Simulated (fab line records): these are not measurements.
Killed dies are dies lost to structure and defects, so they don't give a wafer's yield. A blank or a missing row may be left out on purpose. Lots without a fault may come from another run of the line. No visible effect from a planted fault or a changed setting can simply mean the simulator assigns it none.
Code-filled problem report in 8D (eight disciplines) form + flow n5 finfet + the parts of the form that need people (team, actions taken, sign-off) are left out

## 1. THE ISSUE
Mean of exposure dose mJ cm2 at N5_BEOL_M13_EXPOSE_07: 26.065 across 7 wafers in 3 lots; on wafers with no fault it is 24.792 (standard deviation 0.026). Relative to the usual mean, that is a shift of +49 standard deviations.
The step: exposes mask V12.
First observed at day 14 21:20: wafer L931.3, on krf scanner-01. The record has a number at this step for 33 wafers belonging to 12 lots. By rule, "out" or "out of limits" means more than 4 standard deviations away from the usual mean. All remaining wafers that have a number are taken as sound.

## 2. WHAT IT IS AND WHAT IT IS NOT
| question                    | is                     | is not                                                                          |
|-----------------------------|------------------------|---------------------------------------------------------------------------------|
| which readings at this step | exposure dose mJ cm2   | -                                                                               |
| which lots                  | L931, L932, L933       | L918, L919, L920, L923, L925, L927, L936, L937, L938                            |
| which wafers of those lots  | all that have a number | -                                                                               |
| read on which tools         | krf scanner-01         | krf scanner-02                                                                  |
| when                        | from day 14 21:20      | up to then (17 sound wafers); but 9 sound wafers of L936, L937, L938 came after |

## 3. WHAT RULES OUT EACH SUSPECT
Counting: a tool at any process step up to the reading remains a suspect when it ran all the lots that are out and ran no sound lot after the first of those.
- krf scanner-01 at N5_BEOL_M13_EXPOSE_07 (exposes mask V12): kept. All lots that are out passed through it, beginning with L931 at day 14 21:20, and no sound lot followed; its final sound lot before that point was L927 at day 14 08:51. Out on those wafers are its own readings of exposure dose mJ cm2.
After counting, what remains is krf scanner-01 at N5_BEOL_M13_EXPOSE_07.

## 4. THE CAUSE (what the simulator had put in)
Process parameters drifting: krf scanner-01 at N5_BEOL_M13_EXPOSE_07, beginning at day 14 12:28. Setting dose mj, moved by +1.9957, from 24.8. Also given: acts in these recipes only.
After counting, this tool was the only one left.

## 5. THE CHAIN OF EFFECTS, in route order
Each row: a reading whose mean over the struck wafers that have a number lies more than 3 standard deviations from the usual. Readings are gone through only where the record gives a usual standard deviation; hours: the median, over the lots, of the time from a lot's start at the first step in this table giving one to that lot's start at this step; sigmas: the change measured in usual standard deviations.
| hours | step                  | reading              | usual  | on struck wafers | change | sigmas |
|-------|-----------------------|----------------------|--------|------------------|--------|--------|
| 0     | N5_BEOL_M13_EXPOSE_07 | exposure dose mJ cm2 | 24.792 | 26.065           | +1.273 | +49    |
Its process steps:
- N5_BEOL_M13_EXPOSE_07: exposes mask V12.

## 6. HOW IT WOULD HAVE BEEN CAUGHT EARLIER
The fault began at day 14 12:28; the first out-of-limits reading in this record came at day 14 21:20, 9 hours later.
